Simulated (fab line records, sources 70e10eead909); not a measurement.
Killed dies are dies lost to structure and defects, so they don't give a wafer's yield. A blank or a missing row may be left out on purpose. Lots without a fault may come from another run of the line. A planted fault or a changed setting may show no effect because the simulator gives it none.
Matching of chambers	flow nandHarc	4 sister chambers for NHARC_A_STAIRCASE_CMP_152 on cmp-01
The step polishes. 4 wafers are shown with their chamber, then 9 later ones without.

== WAFERS WITH THEIR CHAMBER ==
wafer	chamber	motorCurrentA (A)
L084.1	0	12.3
L084.3	1	11.2
L088.3	2	12.3
L088.6	3	10.1

== WAFERS WITH NO CHAMBER GIVEN ==
wafer	motorCurrentA (A)
L092.1	12.1
L092.2	10.8
L092.6	11.7
L096.1	11.3
L096.2	11.1
L096.4	12.1
L094.1	12.1
L094.4	11.3
L094.6	12.1

== CHAMBER TAKEN BY EACH ==
wafer	from the rows above	in truth
L092.1	can't be placed: 0 or 2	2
L092.2	can't be placed: 1 or 3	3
L092.6	can't be placed: 1 or 0 or 2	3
L096.1	1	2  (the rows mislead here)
L096.2	1	1
L096.4	can't be placed: 0 or 2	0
L094.1	can't be placed: 0 or 2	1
L094.4	1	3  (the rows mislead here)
L094.6	can't be placed: 0 or 2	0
Correctly placed: 1 of 9. Cannot be placed on the basis of these rows: 6; the candidates contain the true chamber in 4. Placed wrongly: 2.
How it was worked out, from the rows above alone: a wafer's distance from a chamber is the root of the sum, over the readings, of the square of ((its reading less the chamber's mean) divided by the reading's scatter). The wafer belongs to the nearest chamber; if the next one is less than 2 further off, it can't be placed. A chamber's mean is the mean of its shown wafers. The scatter (one wafer shown for each chamber): square how far every hidden wafer sits from the nearest shown wafer, average those squares and take the square root.
